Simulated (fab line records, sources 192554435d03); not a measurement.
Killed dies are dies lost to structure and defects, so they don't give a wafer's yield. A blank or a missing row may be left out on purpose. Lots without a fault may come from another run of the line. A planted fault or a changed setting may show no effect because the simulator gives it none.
Which tool did it? | flow n5_finfet | 9 lots, 27 wafers sampled, at 6 steps of a route of 1938

WHAT THE GAUGES READ, wafer by wafer
N5_WELL_APT_CD_MEAS_08: target cd 200 nm. Usual: cd_nm 199.1 nm, standard deviation 1.5.
lot  | measured    | on        | cd_nm (nm)        | flag
L659 | day 2 01:50 | cd_sem-01 | 196.5 198.5 199.4 |
L660 | day 2 07:41 | cd_sem-02 | 199.0 201.2 201.4 |
L662 | day 2 19:34 | cd_sem-03 | 196.4 195.9 199.2 |
L663 | day 3 01:44 | cd_sem-03 | 200.7 200.2 200.4 |
L664 | day 3 07:41 | cd_sem-01 | 199.2 200.0 201.4 |
L671 | day 5 01:41 | cd_sem-01 | 199.3 197.9 201.0 |
L672 | day 5 07:59 | cd_sem-02 | 200.6 199.9 197.2 |
L674 | day 5 19:41 | cd_sem-01 | 197.7 198.4 200.0 |
L677 | day 6 13:49 | cd_sem-02 | 201.3 203.1 201.7 |

N5_WELL_APT_OVL_MEAS_26. Usual: PWELL_OVL -2 nm, standard deviation 5.5.
lot  | measured    | on         | PWELL_OVL (nm) | flag
L659 | day 2 03:11 | overlay-02 | 3 1 2          |
L660 | day 2 08:57 | overlay-02 | 3 -6 -5        |
L662 | day 2 20:50 | overlay-01 | -7 -13 -4      |
L663 | day 3 03:02 | overlay-02 | 8 1 4          |
L664 | day 3 08:50 | overlay-02 | -2 5 -1        |
L671 | day 5 03:00 | overlay-01 | -2 -4 -2       |
L672 | day 5 09:19 | overlay-02 | -4 -5 -9       |
L674 | day 5 21:17 | overlay-02 | -4 -10 0       |
L677 | day 6 14:58 | overlay-01 | 4 -1 1         |

N5_PMOS_HMC_CHANNEL_EPI_INSPECT_11: inspects for defects (macro). Usual: raw_defect_count 2.0, standard deviation 1.4.
lot  | measured    | on                | raw_defect_count | flag
L659 | day 2 05:28 | defect_inspect-01 | 1 1 3            |
L660 | day 2 11:12 | defect_inspect-02 | 2 1 4            |
L662 | day 2 23:02 | defect_inspect-02 | 1 0 3            |
L663 | day 3 05:34 | defect_inspect-01 | 2 0 1            |
L664 | day 3 11:03 | defect_inspect-01 | 1 1 1            |
L671 | day 5 05:14 | defect_inspect-02 | 2 3 3            |
L672 | day 5 11:31 | defect_inspect-01 | 2 0 2            |
L674 | day 5 23:34 | defect_inspect-01 | 1 2 3            |
L677 | day 6 17:26 | defect_inspect-02 | 3 5 1            |

N5_BEOL_M4_RC_MEAS_101. Usual: DIBL_N 36.5 mV/V, standard deviation 1.8; DIBL_P 36.5 mV/V, standard deviation 2.1; IOFF_N 0.17 nA/um, standard deviation 0.031; IOFF_P 0.22 nA/um, standard deviation 0.036; ION_N 677 uA/um, standard deviation 11; ION_P 463 uA/um, standard deviation 8; SS_N 71.6 mV/dec, standard deviation 0.61; SS_P 73.3 mV/dec, standard deviation 0.63; VT_N 249 mV, standard deviation 3.1; VT_P -250 mV, standard deviation 3.3.
lot  | measured     | on        | DIBL_N (mV/V)  | DIBL_P (mV/V)  | IOFF_N (nA/um) | IOFF_P (nA/um) | ION_N (uA/um) | ION_P (uA/um) | SS_N (mV/dec)  | SS_P (mV/dec)  | VT_N (mV)   | VT_P (mV)      | flag
L659 | day 8 12:54  | prober-01 | 34.9 37.1 34.9 | 36.3 39.6 36.8 | 0.16 0.19 0.16 | 0.17 0.23 0.18 | 684 679 673   | 455 464 457   | 71.6 71.9 71.8 | 73.8 74.0 72.7 | 249 246 249 | -252 -251 -255 |
L660 | day 8 14:43  | prober-02 | 40.8 37.6 37.2 | 41.5 38.2 36.6 | 0.23 0.17 0.15 | 0.26 0.20 0.18 | 683 688 675   | 462 465 454   | 72.8 71.1 71.1 | 74.2 73.7 73.3 | 245 248 251 | -250 -253 -255 |
L671 | day 11 12:56 | prober-01 | 35.1 37.4 35.0 | 35.0 38.1 35.1 | 0.14 0.18 0.14 | 0.20 0.25 0.21 | 675 676 684   | 470 462 471   | 71.0 71.0 71.4 | 72.8 73.8 72.9 | 250 248 249 | -250 -248 -249 |
L672 | day 12 01:16 | prober-01 | 38.7 36.5 37.8 | 39.2 36.5 38.0 | 0.20 0.16 0.18 | 0.24 0.19 0.21 | 682 671 691   | 463 458 462   | 71.7 71.4 71.4 | 74.4 73.7 73.2 | 247 250 250 | -250 -252 -254 |
L674 | day 12 10:10 | prober-01 | 33.8 37.1 35.9 | 31.6 35.1 33.6 | 0.12 0.19 0.17 | 0.16 0.22 0.19 | 667 681 668   | 455 460 455   | 70.6 71.2 71.5 | 71.7 73.0 73.0 | 252 245 247 | -252 -246 -251 |
L677 | day 13 18:14 | prober-01 | 35.3 34.3 34.7 | 37.2 35.6 36.1 | 0.15 0.13 0.14 | 0.20 0.18 0.19 | 679 677 675   | 467 464 465   | 70.5 71.4 71.3 | 73.8 73.4 73.8 | 250 251 250 | -252 -252 -250 |

WHICH TOOL RAN EACH LOT (tool, then ch and the chambers of the sampled wafers, then the start)
lot  | N5_PMOS_HMC_CHANNEL_EPI_ETCH_32   | N5_PMOS_HMC_CHANNEL_EPI_HM_OPEN_15
L659 | rie_diel-01 ch 2,3, day 2 05:32   | rie_diel-01 ch 2,3, day 2 05:34
L660 | rie_diel-01 ch 0,2,3, day 2 11:34 | rie_diel-01 ch 0,2,3, day 2 11:37
L662 | rie_diel-06 ch 0,1,2, day 2 23:24 | rie_diel-06 ch 0,1,2, day 2 23:26
L663 | rie_diel-01 ch 0,2, day 3 05:54   | rie_diel-01 ch 0,2, day 3 05:57
L664 | rie_diel-02 ch 1,3, day 3 11:34   | rie_diel-02 ch 1,3, day 3 11:36
L671 | rie_diel-06 ch 0,2,3, day 5 05:18 | rie_diel-06 ch 0,2,3, day 5 05:20
L672 | rie_diel-01 ch 0,2,3, day 5 11:35 | rie_diel-01 ch 0,2,3, day 5 11:37
L674 | rie_diel-02 ch 0,1,2, day 5 23:38 | rie_diel-02 ch 0,1,2, day 5 23:40
L677 | rie_diel-01 ch 0,1,2, day 6 17:52 | rie_diel-01 ch 0,1,2, day 6 17:54
- N5_PMOS_HMC_CHANNEL_EPI_ETCH_32: etches BARC in N2/H2, stops on SiO2, target depth 85.8 nm, time 50.3 s.
- N5_PMOS_HMC_CHANNEL_EPI_HM_OPEN_15: chemistry CHF3/O2, target SiO2, target depth 40.6 nm, time 20.3 s.

WHAT THE TOOLS THEMSELVES READ (means of the sampled wafers that have a number; where no wafer has one, the mark that the record gives instead)
N5_PMOS_HMC_CHANNEL_EPI_ETCH_32. Usual: bias_w 150.0 W, standard deviation 0.41; chamber_pressure_mTorr 30.005 mTorr, standard deviation 0.027; drypump_motor_current_A 5.8 A, standard deviation 0.4; oes_product_au 0.66 a.u., standard deviation 0.061; rf_vpp_V 524.1 V, standard deviation 2.5; showerhead_plenum_p_Torr 2.55 Torr, standard deviation 0.082; throttle_valve_pct 17.86 %, standard deviation 0.2.
lot  | tool        | bias_w (W) | chamber_pressure_mTorr (mTorr) | drypump_motor_current_A (A) | oes_product_au (a.u.) | rf_vpp_V (V) | showerhead_plenum_p_Torr (Torr) | throttle_valve_pct (%) | flag
L659 | rie_diel-01 | 150.3      | 29.997                         | 5.7                         | 0.68                  | 525.4        | 2.59                            | 17.72                  |
L660 | rie_diel-01 | 150.3      | 30.003                         | 5.6                         | 0.71                  | 525.0        | 2.60                            | 17.75                  |
L662 | rie_diel-06 | -          | -                              | -                           | -                     | -            | -                               | -                      | OFF
L663 | rie_diel-01 | -          | -                              | -                           | -                     | -            | -                               | -                      | OFF
L664 | rie_diel-02 | -          | -                              | -                           | -                     | -            | -                               | -                      | OFF
L671 | rie_diel-06 | 150.1      | 30.005                         | 5.5                         | 0.67                  | 524.6        | 2.58                            | 17.86                  |
L672 | rie_diel-01 | 149.9      | 29.995                         | 5.6                         | 0.69                  | 525.8        | 2.59                            | 17.78                  |
L674 | rie_diel-02 | 150.4      | 30.001                         | 5.6                         | 0.63                  | 523.2        | 2.50                            | 17.97                  |
L677 | rie_diel-01 | 149.9      | 29.995                         | 5.8                         | 0.70                  | 523.8        | 2.53                            | 17.79                  |

N5_PMOS_HMC_CHANNEL_EPI_HM_OPEN_15. Usual: CHF3_flow_sccm 49.99 sccm, standard deviation 0.14; drypump_motor_current_A 5.8 A, standard deviation 0.39; oes_product_au 0.76 a.u., standard deviation 0.075; rf_vpp_V 521 V, standard deviation 7; showerhead_plenum_p_Torr 2.42 Torr, standard deviation 0.071; throttle_valve_pct 18.90 %, standard deviation 0.25.
lot  | tool        | CHF3_flow_sccm (sccm) | drypump_motor_current_A (A) | oes_product_au (a.u.) | rf_vpp_V (V) | showerhead_plenum_p_Torr (Torr) | throttle_valve_pct (%) | flag
L659 | rie_diel-01 | 49.97                 | 5.7                         | 0.80                  | 520          | 2.46                            | 18.66                  |
L660 | rie_diel-01 | 50.11                 | 5.6                         | 0.83                  | 523          | 2.47                            | 18.81                  |
L662 | rie_diel-06 | 49.86                 | 5.5                         | 0.27                  | 524          | 2.43                            | 18.84                  | OFF
L663 | rie_diel-01 | 49.83                 | 5.5                         | 0.30                  | 525          | 2.44                            | 18.83                  | OFF
L664 | rie_diel-02 | 50.03                 | 6.0                         | 0.28                  | 509          | 2.37                            | 18.65                  | OFF
L671 | rie_diel-06 | 49.97                 | 5.5                         | 0.79                  | 522          | 2.45                            | 18.90                  |
L672 | rie_diel-01 | 49.95                 | 5.6                         | 0.80                  | 523          | 2.46                            | 18.86                  |
L674 | rie_diel-02 | 49.88                 | 5.6                         | 0.73                  | 517          | 2.37                            | 18.96                  |
L677 | rie_diel-01 | 49.92                 | 5.8                         | 0.82                  | 526          | 2.41                            | 18.86                  |

THE ANSWER, worked out from the rows above alone
Rule: a lot is off if the mean of its wafers that have a number lies more than 3 standard deviations from the usual mean. A lot without any number at a reading at which 4 lots or more have one is off too. The other lots that the step has rows for count as sound. The gauges are gone through in route order, then the tools' own readings, and for those a lot's mean is taken as printed above. The first step at which some lot is off is used, and at that step the reading that is off furthest; a lot without a number counts as furthest.
Off: L662, L663, L664, at N5_PMOS_HMC_CHANNEL_EPI_ETCH_32 (bias_w). Without a number there: L662, L663, L664.
A tool fits if, at that step or a process step before it, it ran every lot that is off, and no sound lot after the first of them. None of those tried fits.

WHAT THE SIMULATOR HAD PUT IN
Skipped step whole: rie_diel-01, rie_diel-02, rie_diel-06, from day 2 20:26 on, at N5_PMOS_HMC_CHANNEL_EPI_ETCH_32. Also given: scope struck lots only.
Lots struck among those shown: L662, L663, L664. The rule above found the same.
